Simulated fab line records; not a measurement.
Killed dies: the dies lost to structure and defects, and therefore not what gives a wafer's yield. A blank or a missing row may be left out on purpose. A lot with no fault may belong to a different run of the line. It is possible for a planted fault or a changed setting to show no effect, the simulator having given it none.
What tool caused it? ; flow n5Finfet ; 11 lots with 33 wafers sampled at 5 steps, on a route of 1938 steps

WHAT EACH GAUGE READ, for each wafer
The record holds no reading of a measuring or inspecting step that can be judged against a usual standard deviation.

EACH LOT AND THE TOOL THAT RAN IT (in order: tool; ch and the chambers of the sampled wafers; start)
lot;N5_BEOL_M9_CURE_72;N5_BEOL_M9_SPUTTER_48;N5_BEOL_M9_CMP_52;N5_BEOL_M10_CURE_71;N5_PASSIVATION_PROBE_49
L832;uvCure-03 ch 0, day 10 02:56;pvdSputter-03, day 10 04:10;cmp-02 ch 2,3, day 10 08:01;uvCure-01 ch 2, day 10 09:10;-
L833;uvCure-01 ch 0, day 10 15:19;pvdSputter-01, day 10 16:16;cmp-01 ch 0,2, day 10 20:03;uvCure-01 ch 0, day 10 20:44;-
L834;uvCure-03 ch 2, day 10 22:22;pvdSputter-02, day 10 23:56;cmp-03 ch 0,2,3, day 11 03:06;uvCure-01 ch 1, day 11 03:43;-
L836;uvCure-03 ch 0, day 11 23:13;pvdSputter-02, day 12 02:14;cmp-01 ch 0,3, day 12 02:50;uvCure-03 ch 1, day 12 03:29;-
L839;uvCure-03 ch 0, day 12 13:53;pvdSputter-02, day 12 15:26;cmp-02 ch 1,3, day 12 16:00;uvCure-01 ch 2, day 12 16:37;-
L841;uvCure-01 ch 1, day 12 22:37;pvdSputter-02, day 12 23:35;cmp-01 ch 0,1,2, day 13 00:21;uvCure-02 ch 0, day 13 00:55;-
L843;uvCure-03 ch 2, day 13 06:20;pvdSputter-02, day 13 08:52;cmp-02 ch 0,2,3, day 13 09:28;uvCure-02 ch 2, day 13 09:58;prober-01, day 15 20:07
L844;uvCure-02 ch 1, day 13 18:16;pvdSputter-03, day 13 19:23;cmp-02 ch 1,2, day 13 19:58;uvCure-03 ch 1, day 13 20:29;prober-01, day 16 20:48
L846;uvCure-01 ch 0, day 13 18:43;pvdSputter-02, day 13 19:34;cmp-02 ch 0,3, day 13 20:35;uvCure-01 ch 0, day 13 21:23;-
L851;uvCure-01 ch 2, day 14 17:57;pvdSputter-01, day 14 19:46;cmp-01 ch 0,1, day 14 20:17;uvCure-02 ch 2, day 14 20:53;-
L854;uvCure-01 ch 1, day 16 06:16;pvdSputter-03, day 16 07:53;cmp-01 ch 0,1,3, day 16 09:19;uvCure-01 ch 0, day 16 09:49;-
- N5_BEOL_M9_CURE_72: cures SiCOH lowk, time 120 s.
- N5_BEOL_M9_SPUTTER_48: material Cu, target thk 12 nm, time 2 s.
- N5_BEOL_M9_CMP_52: polishes, stops on SiCOH lowk, t overpolish 7 s, target thk 140 nm.
- N5_BEOL_M10_CURE_71: cures SiCOH lowk, time 240 s.
- N5_PASSIVATION_PROBE_49

AS READ BY THE TOOLS THEMSELVES (means over the sampled wafers that have a number; for cases with no such wafer, the mark the record gives instead)
N5_BEOL_M9_CURE_72.
lot;tool;lampPowerPct (%);wafer_temp_C_max
L832;uvCure-03;52.30;372.7
L833;uvCure-01;52.33;372.2
L834;uvCure-03;52.32;372.8
L836;uvCure-03;52.26;372.3
L839;uvCure-03;52.34;372.2
L841;uvCure-01;52.29;371.3
L843;uvCure-03;52.29;372.0
L844;uvCure-02;52.31;371.4
L846;uvCure-01;52.31;371.8
L851;uvCure-01;52.30;372.1
L854;uvCure-01;52.30;371.3

N5_BEOL_M9_SPUTTER_48.
lot;tool;cathodeDcPowerW (W);throttleValvePct (%)
L832;pvdSputter-03;26001;29.8
L833;pvdSputter-01;26000;30.2
L834;pvdSputter-02;26001;31.2
L836;pvdSputter-02;26001;29.7
L839;pvdSputter-02;26002;31.1
L841;pvdSputter-02;26003;30.3
L843;pvdSputter-02;23320;29.2
L844;pvdSputter-03;26003;30.0
L846;pvdSputter-02;24660;28.8
L851;pvdSputter-01;26002;29.3
L854;pvdSputter-03;26000;30.0

N5_BEOL_M9_CMP_52.
lot;tool;clearingPlatenRpm (rpm);headPressurePsi (psi);motorCurrentA (A);platenRpm (rpm)
L832;cmp-02;50.015;1.0009;5.6;50.02
L833;cmp-01;49.992;1.0019;5.7;50.01
L834;cmp-03;49.996;1.0000;6.5;49.97
L836;cmp-01;49.995;1.0015;5.8;49.99
L839;cmp-02;49.981;0.9996;5.8;49.99
L841;cmp-01;50.002;0.9998;5.9;50.00
L843;cmp-02;49.974;1.0013;5.9;49.96
L844;cmp-02;49.985;1.0016;5.9;49.98
L846;cmp-02;49.980;1.0011;5.7;49.99
L851;cmp-01;50.000;0.9997;5.6;49.99
L854;cmp-01;49.978;1.0007;5.8;50.00

N5_BEOL_M10_CURE_71.
lot;tool;lampPowerPct (%);wafer_temp_C_max
L832;uvCure-01;52.26;387.2
L833;uvCure-01;52.25;387.4
L834;uvCure-01;52.31;386.1
L836;uvCure-03;52.32;387.4
L839;uvCure-01;52.27;387.6
L841;uvCure-02;52.36;386.7
L843;uvCure-02;52.33;388.2
L844;uvCure-03;52.31;386.9
L846;uvCure-01;52.33;387.4
L851;uvCure-02;52.31;388.6
L854;uvCure-01;52.31;387.6

N5_PASSIVATION_PROBE_49.
lot;tool;defectLimitedYield (%);killed_at_M0_to_M3;killed_at_M4_up;killedAtContacts;killedAtFrontEnd;killedAtOther;killedDies;killedOpen;killedShort;sort_bin_5_function (%);sort_bin_6_memory (%);sortNPass;sortYieldPct (%)
L843;prober-01;92.3;37;14;1;32;7;91;51;39;4.5;2.9;1089;92.3
L844;prober-01;90.4;50;12;7;42;2;113;62;51;5.3;3.7;1067;90.4

THE ANSWER, worked out from the rows above alone
Rule: the lots themselves supply what counts as usual. Put in order of their means at a reading, lots are off if they are a third of the lots or fewer, leave a main group of 4 or more, and stand apart from it by a gap of 3 or more times the standard deviation of the main group's means; of several such gaps the widest counts. A main group whose means are all the same, to the digits that the tables above print for the reading, isn't used. A lot without any number at a reading at which 4 lots or more have one is off too. The other lots that the step has rows for count as sound. Order of review: gauges by route order, followed by the tools' own readings, for which a lot's mean as printed above is used. At the first step where some lot is off, the reading lying furthest off is the one used; lots without a number count as furthest.
Off at N5_BEOL_M9_SPUTTER_48 (cathodeDcPowerW): L843, L846. Main group: mean 26001 W, sd 1.1.
If a tool, at that step or one of the process steps before it, ran each lot that is off and ran no sound lot following the first of them, it fits. One fits: N5_BEOL_M9_SPUTTER_48 on pvdSputter-02. Its last sound lot is L841 (day 12 23:35), its first lot that is off L843 (day 13 08:52): a fault that began between those two fits.
The tool's own readings at N5_BEOL_M9_SPUTTER_48 bear it out: on the lots that are off they differ by more than 5 times the standard deviation of the sound lots' means. cathodeDcPowerW reads 23990 W there against 26001 W on the sound lots.

WHAT THE SIMULATOR HAD INSERTED
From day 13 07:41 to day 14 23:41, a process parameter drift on pvdSputter-02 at N5_BEOL_M9_SPUTTER_48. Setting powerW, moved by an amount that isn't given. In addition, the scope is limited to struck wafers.
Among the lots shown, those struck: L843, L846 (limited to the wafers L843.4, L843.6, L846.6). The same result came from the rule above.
